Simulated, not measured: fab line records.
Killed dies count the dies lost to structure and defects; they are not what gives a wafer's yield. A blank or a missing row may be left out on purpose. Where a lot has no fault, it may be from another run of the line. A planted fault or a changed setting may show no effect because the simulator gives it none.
Matching of chambers -- flow nand_harc -- rie_diel-09 running NHARC_P_CONTACT_STRIP_28: 4 sister chambers
The step strips in O2. 18 wafers are shown with their chamber, then 9 later ones without.

EACH WAFER AND ITS CHAMBER
wafer,chamber,drypump_motor_current_A (A),oes_product_au (a.u.),rf_vpp_V (V)
L076.1,1,5.9,1.006,58.6
L076.2,2,6.7,1.006,56.1
L076.4,0,5.9,0.995,58.2
L078.1,1,6.0,1.001,57.8
L078.3,3,6.1,0.978,58.1
L078.4,0,5.9,0.983,59.0
L079.1,1,6.0,0.993,57.1
L079.2,3,6.1,0.992,56.5
L079.3,2,6.6,1.021,57.5
L088.1,2,6.6,1.008,58.0
L088.3,0,5.9,1.007,58.4
L088.6,1,6.0,1.002,56.7
L090.1,1,6.0,0.998,57.8
L090.4,3,6.0,0.991,57.2
L090.5,1,6.0,0.994,57.3
L090.2,0,5.9,0.992,58.1
L090.3,3,6.0,0.989,57.4
L090.6,0,5.9,0.985,58.9

SIGNATURES, as means of the wafers listed above
reading,chamber 0,chamber 1,chamber 2,chamber 3,scatter within a chamber
drypump_motor_current_A,5.900,5.983,6.633,6.050,0.0423
oes_product_au,0.99240,0.99900,1.01167,0.98750,0.00729
rf_vpp_V,58.520,57.550,57.200,57.300,0.661
Rule: for a wafer and a chamber, the distance is found by dividing, reading by reading, the gap between the wafer's reading and the chamber's mean by the reading's scatter, squaring, summing and taking the root. If the next closest chamber is less than 2 further off than the closest, the wafer can't be placed; otherwise it belongs to the closest. The scatter is the square root of a quotient: the sum, over the shown wafers, of each reading's squared deviation from its chamber's mean, divided by wafers minus chambers.

WAFERS WITHOUT THEIR CHAMBER
wafer,drypump_motor_current_A (A),oes_product_au (a.u.),rf_vpp_V (V)
L092.3,5.9,1.016,57.7
L092.4,6.0,0.990,56.8
L092.6,6.0,1.007,56.7
L092.1,6.6,1.018,57.1
L092.2,5.9,1.001,57.5
L092.5,6.6,1.021,58.1
L097.2,6.0,1.005,57.6
L097.3,6.0,0.998,58.2
L097.6,6.6,1.002,58.0

WHICH CHAMBER EACH ONE RAN IN
wafer,from the rows above,in truth
L092.3,can't be placed: 1 or 0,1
L092.4,can't be placed: 3 or 1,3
L092.6,can't be placed: 1 or 3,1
L092.1,2,2
L092.2,can't be placed: 0 or 1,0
L092.5,2,2
L097.2,can't be placed: 1 or 3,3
L097.3,can't be placed: 1 or 3 or 0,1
L097.6,2,2
Correct placement for 3 of the 9. Can't be placed from these rows: 6 (the true chamber is among the candidates in 6). Wrongly placed: 0.
